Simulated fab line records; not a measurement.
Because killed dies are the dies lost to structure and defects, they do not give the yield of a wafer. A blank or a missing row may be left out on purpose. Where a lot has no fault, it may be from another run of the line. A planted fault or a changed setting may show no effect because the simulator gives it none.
The tool behind it: which one? | flow n5-finfet | Sampling: 10 lots, 30 wafers, 5 of 1938 route steps

WHAT EACH GAUGE READ, for each wafer
N5_BEOL_M8_CD_MEAS_28 targets a cd of 40 nm.
lot  | measured     | on        | cd-nm (nm)
L076 | day 11 19:03 | cd-sem-03 | 40.21 40.00 40.24
L075 | day 12 11:40 | cd-sem-03 | 39.56 40.26 40.03
L080 | day 13 10:39 | cd-sem-01 | 40.14 40.26 39.87
L084 | day 13 22:34 | cd-sem-03 | 39.81 39.69 40.13
L085 | day 14 09:01 | cd-sem-01 | 40.18 40.31 39.92
L086 | day 15 04:06 | cd-sem-01 | 40.22 40.03 40.10
L092 | day 16 08:48 | cd-sem-02 | 40.07 40.17 40.05
L093 | day 16 17:46 | cd-sem-02 | 39.83 40.28 40.43
L094 | day 16 22:13 | cd-sem-02 | 40.23 40.27 39.94
L097 | day 17 10:04 | cd-sem-01 | 40.16 39.83 40.04

WHAT TOOL EACH LOT RAN ON (gives the tool, then ch and the chambers of the sampled wafers, and finally the start)
lot  | N5_BEOL_M7_DESCUM_16               | N5_BEOL_M7_ETCH_66                 | N5_BEOL_M7_TRENCH_ETCH_37                     | N5_BEOL_M8_STRIP_19
L076 | rie-diel-02 ch 2,3, day 11 08:36   | rie-diel-05 ch 2,3, day 11 09:50   | rie-diel-05 ch 2,3, day 11 17:17 or earlier   | rie-diel-04 ch 1,2, day 11 17:17
L075 | rie-diel-05 ch 2,3, day 12 01:31   | rie-diel-05 ch 0,2, day 12 03:58   | rie-diel-05 ch 0,2, day 12 09:08 or earlier   | rie-diel-03 ch 0,1,2, day 12 09:08
L080 | rie-diel-05 ch 0,1,2, day 12 23:44 | rie-diel-02 ch 0,1,2, day 13 02:18 | rie-diel-02 ch 0,1,2, day 13 08:19 or earlier | rie-diel-04 ch 0,3, day 13 08:19
L084 | rie-diel-02 ch 2,3, day 13 13:12   | rie-diel-06 ch 0,2, day 13 15:07   | rie-diel-06 ch 0,2, day 13 20:54 or earlier   | rie-diel-04 ch 0,2, day 13 20:54
L085 | rie-diel-05 ch 0,1, day 14 00:47   | rie-diel-06 ch 1,2,3, day 14 02:50 | rie-diel-06 ch 1,2,3, day 14 07:28 or earlier | rie-diel-03 ch 0,2, day 14 07:28
L086 | rie-diel-06 ch 0,1,3, day 14 19:26 | rie-diel-05 ch 0,2, day 14 22:13   | rie-diel-05 ch 0,2, day 15 03:37 or earlier   | rie-diel-01 ch 1,3, day 15 03:37
L092 | rie-diel-02 ch 0,3, day 15 20:49   | rie-diel-02 ch 0,1,2, day 16 01:03 | rie-diel-02 ch 0,1,2, day 16 06:29 or earlier | rie-diel-04 ch 0,1,3, day 16 06:29
L093 | rie-diel-05 ch 0,2,3, day 16 06:08 | rie-diel-02 ch 0,2, day 16 08:52   | rie-diel-02 ch 0,2, day 16 15:46 or earlier   | rie-diel-03 ch 0,1,2, day 16 15:46
L094 | rie-diel-02 ch 0,2,3, day 16 09:47 | rie-diel-06 ch 0,1,3, day 16 11:00 | rie-diel-06 ch 0,1,3, day 16 19:24 or earlier | rie-diel-04 ch 1,2,3, day 16 19:24
L097 | rie-diel-05 ch 0,2,3, day 16 19:10 | rie-diel-06 ch 0,3, day 16 22:45   | rie-diel-06 ch 0,3, day 17 07:32 or earlier   | rie-diel-03 ch 1,2, day 17 07:32
- N5_BEOL_M7_DESCUM_16: chemistry O2, time 7.9 s.
- N5_BEOL_M7_ETCH_66: etches SOC in N2/H2, target depth 80 nm, overetch 16 nm, time 120 s.
- N5_BEOL_M7_TRENCH_ETCH_37: etches SiCOH lowk in C4F6/O2, target depth 93.478 nm, time 31.2 s.
- N5_BEOL_M8_STRIP_19: strips in O2.

THE ANSWER, worked out from the rows above alone
Rule: what is usual is taken from the lots themselves. Put in order of their means at a reading, lots are off if they are a third of the lots or fewer, leave a main group of 4 or more, and stand apart from it by a gap of 3 or more times the standard deviation of the main group's means; of several such gaps the widest counts. If all means in a main group match to the digits the tables above print for the reading, that group is not used. A lot without any number at a reading at which 4 lots or more have one is off too. Where the step has rows for the other lots, those lots are counted as sound.
No lot is off at any reading shown: from this, nothing can be told.

WHAT WAS PUT IN BY THE SIMULATOR
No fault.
